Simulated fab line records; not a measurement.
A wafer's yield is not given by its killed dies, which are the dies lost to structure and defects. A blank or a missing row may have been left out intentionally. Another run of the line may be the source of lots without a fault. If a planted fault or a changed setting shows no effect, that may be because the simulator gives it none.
Matching of chambers | flow nand-harc | NHARC_A_SLIT_DEP_25 on pecvd-03 has 3 sister chambers
The step deposits SiO2, target thk 200 nm. 6 wafers are shown with their chamber, then 9 later ones without.

WAFERS, EACH WITH ITS CHAMBER
wafer  | chamber | throttle-valve-pct (%) | heater-power-w (W)
L085.1 | 0       | 16.1                   | 671
L088.5 | 2       | 16.1                   | 600
L088.6 | 1       | 16.4                   | 640
L090.1 | 0       | 16.1                   | 504
L090.2 | 2       | 16.3                   | 575
L090.3 | 1       | 16.4                   | 578

WAFERS MISSING THEIR CHAMBER
wafer  | throttle-valve-pct (%) | heater-power-w (W)
L092.1 | 16.4                   | 674
L092.3 | 16.8                   | 652
L092.5 | 16.0                   | 572
L094.1 | 16.4                   | 587
L094.4 | 16.1                   | 636
L094.5 | 16.2                   | 564
L097.1 | 16.5                   | 623
L097.3 | 16.3                   | 542
L097.4 | 16.0                   | 563

WHICH CHAMBER EACH WENT THROUGH
wafer  | from the rows above          | in truth
L092.1 | can't be placed: 1 or 2      | 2
L092.3 | 1                            | 1
L092.5 | can't be placed: 0 or 2      | 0
L094.1 | 1                            | 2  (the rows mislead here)
L094.4 | can't be placed: 0 or 2      | 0
L094.5 | can't be placed: 2 or 0      | 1
L097.1 | 1                            | 1
L097.3 | can't be placed: 2 or 1 or 0 | 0
L097.4 | can't be placed: 0 or 2      | 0
Correctly placed: 2 of 9. Can't be placed from these rows: 6 (the true chamber is among the candidates in 5). Number placed wrongly: 1.
How it was worked out, from the rows above alone: a wafer's distance from a chamber is the root of the sum, over the readings, of the square of ((its reading less the chamber's mean) divided by the reading's scatter). The wafer belongs to the nearest chamber; if the next one is less than 2 further off, it can't be placed. A chamber's mean is the mean of its shown wafers. How the scatter is found: for the shown wafers, subtract from each reading the mean of its chamber, square and add these, divide the total by (wafers less chambers), then take the root.
